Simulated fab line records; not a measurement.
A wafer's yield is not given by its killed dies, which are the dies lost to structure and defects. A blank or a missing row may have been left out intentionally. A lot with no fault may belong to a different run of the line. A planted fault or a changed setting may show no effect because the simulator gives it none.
The same fault as seen by 2 desks / flow n5_finfet / numbers are kept per desk, each desk with only its own; the story behind them comes last

== AT THE METROLOGY DESK ==
What the gauges read, lot by lot, whatever tool the lot ran on: means of the sampled wafers that have a number. A lot is out of limits, marked OUT, if its mean lies more than 4 standard deviations from the usual mean; the brackets give that distance. Only the readings that lie furthest out on some lot appear, 7 of the 11 it has.
Columns: A = DIBL_N at N5_BEOL_M4_RC_MEAS_101, usual 36.5 mV/V; B = DIBL_P at N5_BEOL_M4_RC_MEAS_101, usual 36.7 mV/V; C = IOFF_P at N5_BEOL_M4_RC_MEAS_101, usual 0.22 nA/um; D = ION_P at N5_BEOL_M4_RC_MEAS_101, usual 462 uA/um; E = SS_P at N5_BEOL_M4_RC_MEAS_101, usual 73.4 mV/dec; F = VT_N at N5_BEOL_M4_RC_MEAS_101, usual 249 mV; G = VT_P at N5_BEOL_M4_RC_MEAS_101, usual -250 mV
lot=L936; first seen here=day 9 01:21; A=34.9; B=35.2; C=0.19; D=463; E=72.9; F=253; G=-251
lot=L937; first seen here=day 10 03:29; A=39.6; B=39.5; C=0.29; D=473; E=74.5; F=246; G=-244
lot=L945; first seen here=day 11 14:55; A=37.4; B=39.0; C=0.21; D=460; E=73.8; F=246; G=-250
lot=L946; first seen here=day 11 16:34; A=37.8; B=37.3; C=0.20; D=460; E=73.2; F=248; G=-254
lot=L948; first seen here=day 12 04:35; A=37.6; B=36.6; C=0.21; D=462; E=73.2; F=249; G=-251
lot=L949; first seen here=day 12 15:14; A=36.9; B=36.9; C=0.27; D=476; E=73.9; F=248; G=-242
lot=L953; first seen here=day 14 03:58; A=36.8; B=36.3; C=0.18; D=458; E=73.0; F=250; G=-253
Result from this desk: across the 7 lots, nothing is out of limits.

== FOR THE TOOL OWNER'S DESK: cvd_co-02 ==
The tool's own readings at N5_BEOL_M4_CO_CAP_55 (material Co, precursor CCTBA/H2, target thk 2 nm, time 102.1 s): means of the sampled wafers that have a number, for each lot that ran on this tool. A lot is out of limits, marked OUT, if its mean lies more than 4 standard deviations from the usual mean; the brackets give that distance.
Columns: A = heater_power_outer_w at N5_BEOL_M4_CO_CAP_55, usual 116 W; B = heater_power_w at N5_BEOL_M4_CO_CAP_55, usual 235 W; C = run_length_s at N5_BEOL_M4_CO_CAP_55, usual 124.7 s; D = susceptor_temp_C at N5_BEOL_M4_CO_CAP_55, usual 200.01 C
lot=L936; first seen here=day 9 01:26; A=106; B=214; C=124.2; D=200.12
lot=L937; first seen here=day 10 03:34; A=112; B=239; C=124.8; D=200.03
lot=L945; first seen here=day 11 15:02; A=111; B=224; C=177.3 (+88) OUT; D=200.12
lot=L946; first seen here=day 11 16:38; A=111; B=223; C=176.9 (+87) OUT; D=200.10
lot=L949; first seen here=day 12 15:19; A=105; B=215; C=176.4 (+86) OUT; D=200.00
This desk finds L945, L946, L949 out of limits, L945 being first, at day 11 15:02 (run_length_s at N5_BEOL_M4_CO_CAP_55). In limits: L936, L937.

== TAKEN TOGETHER ==
An alarm could have come from the tool owner's desk at day 11 15:02, on L945, L946, L949.
At the metrology desk, nothing out of limits was observed.
The metrology desk holds a record of L945, L946, L949, inside its limits.
Every lot named ran N5_BEOL_M4_CO_CAP_55 on cvd_co-02.

== WHAT HAD BEEN PUT IN BY THE SIMULATOR ==
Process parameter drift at N5_BEOL_M4_CO_CAP_55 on cvd_co-02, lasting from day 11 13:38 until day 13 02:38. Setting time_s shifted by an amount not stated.
Struck lots among those shown: L945, L946, L949.
Time in hours from fault onset to the first out-of-limits reading at each desk: the tool owner's desk, 1.
